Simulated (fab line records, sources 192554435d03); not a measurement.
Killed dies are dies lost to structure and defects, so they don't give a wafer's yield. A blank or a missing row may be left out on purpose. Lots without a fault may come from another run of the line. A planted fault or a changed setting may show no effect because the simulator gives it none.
A struck lot beside a sound one | flow n5_finfet | 20 steps out of a route of 1938
Sound: wafers L204.2, L204.3, L204.5. Struck: wafers L197.2, L197.4, L197.5. The cause comes at the end.
At each step with rows: each side's tool, then ch and its chambers, then its first start. Under that, the readings that differ: sound wafers | struck wafers | difference of the means | sigmas: that difference in standard deviations of wafers without a fault.
alike: readings whose means differ by less than 2 such deviations, and words and numbers that are the same on both sides. not compared: withheld readings, readings that some wafer has no value for, bounds like >300 that may hide the same value, and numbers for which the record gives no deviation and whose values overlap.
The two part at a step that has a row with sigmas, a row that says differs or no value, or rows on one side only. Numbers that don't overlap but have no deviation are shown without sigmas and don't part them. A reading that every wafer of one side lacks parts them only if that side has two wafers or more.

first, 8 steps without rows for these wafers: N5_BEOL_M10_CMP_52 (polishes, stops on SiCOH lowk, t overpolish 7 s, target thk 140 nm); N5_BEOL_M10_PRE_CLEAN_55 (time 15 s); N5_BEOL_M10_DEP_56 (deposits SiCN from 3MS/NH3, target thk 15 nm, time 26.5 s); N5_BEOL_M11_ILD_DEP_00 (deposits SiCOH lowk from DEMS/porogen, target thk 308.51 nm, time 58 s); N5_BEOL_M11_CURE_71 (cures SiCOH lowk, time 240 s); N5_BEOL_M11_PECVD_70 (deposits SiO2 from TEOS/O2, target thk 20 nm, time 22.7 s); N5_BEOL_M11_HM_DEP_02 (deposits TiN, target thk 20 nm); N5_BEOL_M11_COAT_59 (time 60 s, resist thk 100 nm).
N5_BEOL_M11_COAT_60: time 60 s, resist thk 30 nm.
  sound on litho_track-02 ch 0, day 15 13:52; struck on litho_track-01 ch 0, day 13 14:10
  reading                                     | sound                | struck               | difference | sigmas
  spin_speed_rpm (rpm)                        | 1500.8 1500.4 1499.7 | 1198.5 1197.6 1197.9 | -302.3     | -99 or more
  model.SiARC_of_BEOL_M11_COAT_60.thk_nm (nm) | 30.2 30.2 30.2       | 33.6 33.6 33.6       | +3.4       |
  alike: chill_plate_temp_C
then, 7 steps without rows for these wafers: N5_BEOL_M11_COAT_05 (resist thk 90 nm); N5_BEOL_M11_EBR_07; N5_BEOL_M11_SOFTBAKE_06 (time 60 s); N5_BEOL_M11_EXPOSE_08 (exposes mask M11); N5_BEOL_M11_PEB_09 (peb time 60 s); N5_BEOL_M11_DEVELOP_10 (develop time 30 s); N5_BEOL_M11_DESCUM_16 (chemistry O2, time 7.9 s).
N5_BEOL_M11_ETCH_61: etches SiARC in CF4, target depth 39 nm, time 65 s.
  sound on rie_diel-02 ch 1,3, day 15 14:25; struck on rie_diel-02 ch 0,1,3, day 13 14:43
  reading                                       | sound             | struck            | difference | sigmas
  etch_rf_on_time_s (s)                         | 63.6 67.4 67.3    | 72.8 68.4 75.5    | +6.1       | +3
  model.etch.depth_nm (nm)                      | 30.27 30.26 30.17 | 33.55 33.54 33.55 | +3.31      |
  model.CAR-ArF_of_BEOL_M11_COAT_05.thk_nm (nm) | 55.6 55.8 55.4    | 51.8 51.8 52.2    | -3.7       |
  alike: drypump_motor_current_A, oes_product_au, rf_vpp_V, showerhead_plenum_p_Torr, throttle_valve_pct
  not compared: rf_hours_counter_h
N5_BEOL_M11_ETCH_62: etches SOC in N2/H2, target depth 110 nm, overetch 22 nm, time 165 s.
  sound on rie_diel-02 ch 1,3, day 15 14:28; struck on rie_diel-02 ch 0,1,3, day 13 14:46
  reading                                     | sound          | struck         | difference | sigmas
  model.SiARC_of_BEOL_M11_COAT_60.thk_nm (nm) | 23.4 24.4 24.2 | 26.8 26.2 27.6 | +2.9       |
  alike: drypump_motor_current_A, oes_product_au, rf_vpp_V, showerhead_plenum_p_Torr, throttle_valve_pct
  not compared: rf_hours_counter_h
then, 1 step without rows for these wafers: N5_BEOL_M11_STRIP_68 (strips in N2/H2).
N5_PASSIVATION_PROBE_49:
  sound on prober-02, day 17 13:05; struck on prober-02, day 15 13:52
  alike: defect_limited_yield, killed_at_M0_to_M3, killed_at_M4_up, killed_at_contacts, killed_at_front_end, killed_at_other, killed_dies, killed_on_rim, killed_open, killed_short, sort_bin_4_leakage, sort_bin_5_function, sort_bin_6_memory, sort_bin_8_speed, sort_n_pass, sort_yield_pct

WHERE THEY PART
First at N5_BEOL_M11_COAT_60; last, within this record, at N5_BEOL_M11_ETCH_61. Later steps at which nothing parts them and some readings are alike: N5_BEOL_M11_ETCH_62, N5_PASSIVATION_PROBE_49.

WHY: what the simulator had put in
Process parameter drift: litho_track-01, from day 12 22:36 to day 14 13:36, at N5_BEOL_M11_COAT_60. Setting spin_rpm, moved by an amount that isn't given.
